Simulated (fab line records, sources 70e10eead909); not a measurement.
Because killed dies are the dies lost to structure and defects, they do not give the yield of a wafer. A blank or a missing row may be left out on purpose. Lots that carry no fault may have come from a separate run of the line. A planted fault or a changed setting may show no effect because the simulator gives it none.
A lot that was struck, set against a sound lot    flow nand_harc    37 steps out of a route of 1302
Sound: the wafers L496.1, L496.4, L496.5. Struck: wafers L504.1, L504.6 (left out: L504.4, a lot-mate that was not struck); the cause follows at the end.
For every step that has rows: the tool of each side, followed by ch and its chambers, followed by its first start. Under that, the readings that differ: sound wafers    struck wafers    difference of the means    sigmas: that difference in standard deviations of wafers without a fault.
alike: readings with means less than 2 such deviations apart, plus words and numbers identical on both sides. not compared: withheld readings, readings lacking a value on some wafer, bounds such as >300 that could conceal the same value, and numbers that have no deviation in the record and whose values overlap.
A row with sigmas, a row that says differs or no value, or rows on one side alone: a step with any of these is where the two part. Non-overlapping numbers with no deviation appear without sigmas and do not part them. Lack of a reading on every wafer of one side parts them only where that side has two or more wafers.

first, 3 steps without rows for these wafers: NHARC_A_STAIRCASE_HM_OPEN_463 (chemistry O2/COS); NHARC_A_STAIRCASE_STRIP_464 (strips in O2/COS); NHARC_A_STAIRCASE_ETCH_453 (etches the open film in CF4/O2, target depth 30 nm, overetch 3 nm, time 16.5 s).
NHARC_A_STAIRCASE_ETCH_315: etches the open film in C4F8/O2/Ar, target depth 2500 nm, time 607.1 s.
  sound: rie_diel-09 ch 0,2; struck: rie_diel-12 ch 2,3
  alike: oes_product_au, rf_vpp_V
  not compared: rf_hours_counter_h
then, 5 steps without rows for these wafers: NHARC_A_STAIRCASE_STRIP_316 (strips in O2); NHARC_A_STAIRCASE_STRIP_317 (strips in SPM, time 900 s); NHARC_A_STAIRCASE_PRECLEAN_318 (cleans in SC1); NHARC_A_STAIRCASE_SRD_329; NHARC_A_STAIRCASE_ALD_415 (deposits SiO2, target thk 30 nm, pulse time 6 s, ald cycles 300).
NHARC_A_STAIRCASE_ETCHBACK_416: etches the open film in C4F8/O2/Ar, target depth 36 nm, time 7.2 s.
  sound: rie_diel-12 ch 1,2,3; struck: rie_diel-02 ch 1
reading                sound           struck     difference  sigmas
oes_product_au (a.u.)  1.01 1.00 0.99  0.92 0.91  -0.08       -3
rf_vpp_V (V)           725 725 732     719 717    -9          -2
  not compared: rf_hours_counter_h
NHARC_A_STAIRCASE_STRIP_476: strips in O2, time 20 s.
  sound on rie_diel-12 ch 1,2,3, day 20 02:02; struck on rie_diel-02 ch 2,3, day 23 09:32
  alike: drypump_motor_current_A, oes_product_au, rf_vpp_V, showerhead_plenum_p_Torr, throttle_valve_pct
  not compared: rf_hours_counter_h
NHARC_A_STAIRCASE_DEP_417: deposits Si3N4, target thk 60 nm.
  sound on pecvd-03 ch 0,1,2, day 20 02:11; struck on pecvd-02 ch 1, day 23 09:37
  alike: heater_power_w
then, 5 steps without rows for these wafers: NHARC_A_STAIRCASE_WET_418 (chemistry H3PO4, target depth 20 nm); NHARC_A_STAIRCASE_PRECLEAN_419 (cleans in SC1); NHARC_A_STAIRCASE_SRD_421; NHARC_A_STAIRCASE_ALD_420 (deposits SiO2, target thk 20 nm, pulse time 6 s, ald cycles 200); NHARC_A_STAIRCASE_CVD_552 (deposits SiNx, target thk 40 nm).
NHARC_A_STAIRCASE_DEP_151: deposits SiO2, target thk 7200 nm.
  sound on pecvd-03 ch 0,2, day 20 13:10; struck on pecvd-02 ch 1,2, day 23 20:40
  alike: heater_power_w
then, 3 steps without rows for these wafers: NHARC_A_STAIRCASE_ANNEAL_320 (time 1800 s); NHARC_A_STAIRCASE_DEP_322 (deposits SiO2, target thk 7200 nm); NHARC_A_STAIRCASE_ANNEAL_323 (time 1800 s).
NHARC_A_STAIRCASE_DEP_325: deposits SiO2, target thk 7200 nm.
  sound on pecvd-01 ch 0,1,2, day 21 04:02; struck on pecvd-02 ch 0,2, day 24 15:16
  alike: heater_power_w
then, 14 steps without rows for these wafers: NHARC_A_STAIRCASE_ANNEAL_326 (time 1800 s); NHARC_A_STAIRCASE_DEHYDRATE_433 (time 120 s); NHARC_A_STAIRCASE_HMDS_434 (time 30 s); NHARC_A_STAIRCASE_COAT_435; NHARC_A_STAIRCASE_SOFTBAKE_436 (time 170 s); NHARC_A_STAIRCASE_EBR_437; NHARC_A_STAIRCASE_EXPOSE_438 (exposes mask STAIR REV); NHARC_A_STAIRCASE_PEB_439 (peb time 130 s); NHARC_A_STAIRCASE_DEVELOP_440 (time 140 s); NHARC_A_STAIRCASE_HARDBAKE_442 (time 140 s); NHARC_A_STAIRCASE_DESCUM_443 (chemistry O2, time 3 s); NHARC_A_STAIRCASE_ETCH_444 (etches the open film in C4F8/O2, target depth 20400 nm, time 6800 s); NHARC_A_STAIRCASE_STRIP_446 (strips in O2); NHARC_A_STAIRCASE_STRIP_447 (strips in SPM, time 900 s).
-- jump in the record: it breaks off in module A_STAIRCASE and resumes in module END (first step shown: number 1302 of the route), and 6 days separate the struck wafers' starts before and after --
NHARC_END_SORT_01:
  sound on prober-02 ch 0, day 27 07:40; struck on prober-01 ch 0, day 30 20:51
reading              sound     struck   difference  sigmas
killed_at_array      68 76 75  186 180  +110        +6
killed_at_other      4 3 3     0 0      -3          -3
killed_at_periphery  8 14 8    5 1      -7          -3
killed_dies          80 93 86  191 181  +100        +5
  alike: killed_open, killed_short

== WHERE THEY PART ==
At NHARC_A_STAIRCASE_ETCHBACK_416 first; at NHARC_END_SORT_01 last (within this record only).

WHY: whatever the simulator had introduced
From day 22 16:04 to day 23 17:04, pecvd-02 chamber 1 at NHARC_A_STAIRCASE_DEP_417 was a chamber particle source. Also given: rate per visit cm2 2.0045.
